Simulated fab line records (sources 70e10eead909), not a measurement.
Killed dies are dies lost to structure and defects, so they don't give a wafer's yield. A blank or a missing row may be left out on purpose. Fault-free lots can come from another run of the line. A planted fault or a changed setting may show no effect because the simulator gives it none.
Matching of chambers :: flow nand_harc :: NHARC_P_M2_DEP_33 on pecvd-02: 3 sister chambers
The step deposits SiCN, target thk 30 nm. 3 wafers are shown with their chamber, then 8 later ones without.

== WAFERS WITH THEIR CHAMBER ==
wafer: L083.1
chamber: 2
heater_power_w (W): 516

wafer: L085.6
chamber: 0
heater_power_w (W): 534

wafer: L087.1
chamber: 1
heater_power_w (W): 586

== WAFERS WITH NO CHAMBER GIVEN ==
wafer: L087.2
heater_power_w (W): 518

wafer: L087.4
heater_power_w (W): 593

wafer: L090.3
heater_power_w (W): 559

wafer: L090.5
heater_power_w (W): 535

wafer: L090.6
heater_power_w (W): 561

wafer: L091.3
heater_power_w (W): 502

wafer: L091.4
heater_power_w (W): 542

wafer: L091.5
heater_power_w (W): 514

== WHICH CHAMBER EACH ONE RAN IN ==
wafer: L087.2
from the rows above: can't be placed: 2 or 0
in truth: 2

wafer: L087.4
from the rows above: 1
in truth: 1

wafer: L090.3
from the rows above: can't be placed: 0 or 1 or 2
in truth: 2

wafer: L090.5
from the rows above: can't be placed: 0 or 2
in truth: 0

wafer: L090.6
from the rows above: can't be placed: 1 or 0 or 2
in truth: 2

wafer: L091.3
from the rows above: can't be placed: 2 or 0
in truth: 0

wafer: L091.4
from the rows above: can't be placed: 0 or 2
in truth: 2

wafer: L091.5
from the rows above: can't be placed: 2 or 0
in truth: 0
1 of 8 placed correctly. Can't be placed from these rows: 7 (the true chamber is among the candidates in 7). Wrongly placed: 0.
How it was worked out, from the rows above alone: a wafer's distance from a chamber is the root of the sum, over the readings, of the square of ((its reading less the chamber's mean) divided by the reading's scatter). The wafer belongs to the nearest chamber; if the next one is less than 2 further off, it can't be placed. Each chamber's mean is taken over the wafers shown for it. The scatter: root of mean squared gap, hidden wafer to nearest shown wafer, with one shown wafer a chamber.
